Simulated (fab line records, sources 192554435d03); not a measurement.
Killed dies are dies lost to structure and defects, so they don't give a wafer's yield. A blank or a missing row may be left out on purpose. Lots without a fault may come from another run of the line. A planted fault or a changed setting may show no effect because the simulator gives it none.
Chamber matching | flow n5_finfet | N5_BEOL_M7_DESCUM_33 on rie_diel-06: 4 sister chambers
The step chemistry O2, time 7 s. 4 wafers are shown with their chamber, then 12 later ones without.

WAFERS WITH THEIR CHAMBER
wafer  | chamber | showerhead_plenum_p_Torr (Torr)
L082.3 | 2       | 2.13
L082.4 | 3       | 2.04
L085.4 | 1       | 2.04
L085.5 | 0       | 1.99

WAFERS WITHOUT THEIR CHAMBER
wafer  | showerhead_plenum_p_Torr (Torr)
L086.1 | 2.04
L086.2 | 2.04
L086.3 | 1.99
L093.2 | 2.12
L093.4 | 2.04
L093.6 | 2.04
L094.4 | 1.98
L094.5 | 2.03
L094.6 | 2.12
L096.2 | 2.03
L096.5 | 2.03
L096.6 | 2.12

WHICH CHAMBER EACH WENT THROUGH
wafer  | from the rows above     | in truth
L086.1 | can't be placed: 1 or 3 | 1
L086.2 | can't be placed: 1 or 3 | 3
L086.3 | 0                       | 0
L093.2 | 2                       | 2
L093.4 | can't be placed: 1 or 3 | 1
L093.6 | can't be placed: 1 or 3 | 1
L094.4 | 0                       | 0
L094.5 | can't be placed: 1 or 3 | 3
L094.6 | 2                       | 2
L096.2 | can't be placed: 1 or 3 | 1
L096.5 | can't be placed: 1 or 3 | 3
L096.6 | 2                       | 2
Placed correctly: 5 of 12. Can't be placed from these rows: 7 (the true chamber is among the candidates in 7). Placed wrongly: 0.
How it was worked out, from the rows above alone: a wafer's distance from a chamber is the root of the sum, over the readings, of the square of ((its reading less the chamber's mean) divided by the reading's scatter). The wafer belongs to the nearest chamber; if the next one is less than 2 further off, it can't be placed. A chamber's mean is the mean of its shown wafers. The scatter: with one shown wafer a chamber, the root of the mean of the squares of how far each hidden wafer lies from its nearest shown one.
